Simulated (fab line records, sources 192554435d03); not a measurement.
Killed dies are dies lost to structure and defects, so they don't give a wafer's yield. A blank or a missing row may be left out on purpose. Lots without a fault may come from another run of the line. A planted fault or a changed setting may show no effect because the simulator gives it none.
Chamber matching | flow n5_finfet | N5_SD_EPI_N_LINER_46 on ald_sin-04: 4 sister chambers
The step material SiNx, target thk 3 nm. 16 wafers are shown with their chamber, then 8 later ones without.

WAFERS WITH THEIR CHAMBER
wafer  | chamber | heater_power_w (W)
L075.2 | 3       | 1004
L075.5 | 1       | 857
L075.6 | 2       | 1034
L077.1 | 2       | 1022
L077.4 | 0       | 812
L077.5 | 3       | 954
L080.2 | 0       | 824
L080.5 | 3       | 971
L080.6 | 0       | 800
L081.1 | 0       | 829
L081.3 | 2       | 1028
L081.4 | 3       | 978
L088.1 | 0       | 808
L088.2 | 3       | 992
L088.5 | 1       | 884
L089.1 | 3       | 969

SIGNATURES (means of the wafers above)
reading        | chamber 0 | chamber 1 | chamber 2 | chamber 3 | scatter within a chamber
heater_power_w | 814.60    | 870.50    | 1028.00   | 978.00    | 14.6
Rule: a wafer's distance from a chamber is the root of the sum, over the readings, of the square of ((its reading less the chamber's mean) divided by the reading's scatter). The wafer belongs to the nearest chamber; if the next one is less than 2 further off, it can't be placed. The scatter: the root of (the sum of the squares of (reading less its chamber's mean) over the shown wafers, divided by (wafers less chambers)).

WAFERS WITHOUT THEIR CHAMBER
wafer  | heater_power_w (W)
L089.4 | 867
L089.5 | 989
L090.2 | 1022
L090.3 | 982
L090.5 | 804
L093.3 | 861
L093.5 | 852
L093.6 | 1005

WHICH CHAMBER EACH WENT THROUGH
wafer  | from the rows above     | in truth
L089.4 | 1                       | 1
L089.5 | can't be placed: 3 or 2 | 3
L090.2 | 2                       | 2
L090.3 | 3                       | 3
L090.5 | 0                       | 0
L093.3 | 1                       | 1
L093.5 | can't be placed: 1 or 0 | 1
L093.6 | can't be placed: 2 or 3 | 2
Placed correctly: 5 of 8. Can't be placed from these rows: 3 (the true chamber is among the candidates in 3). Placed wrongly: 0.
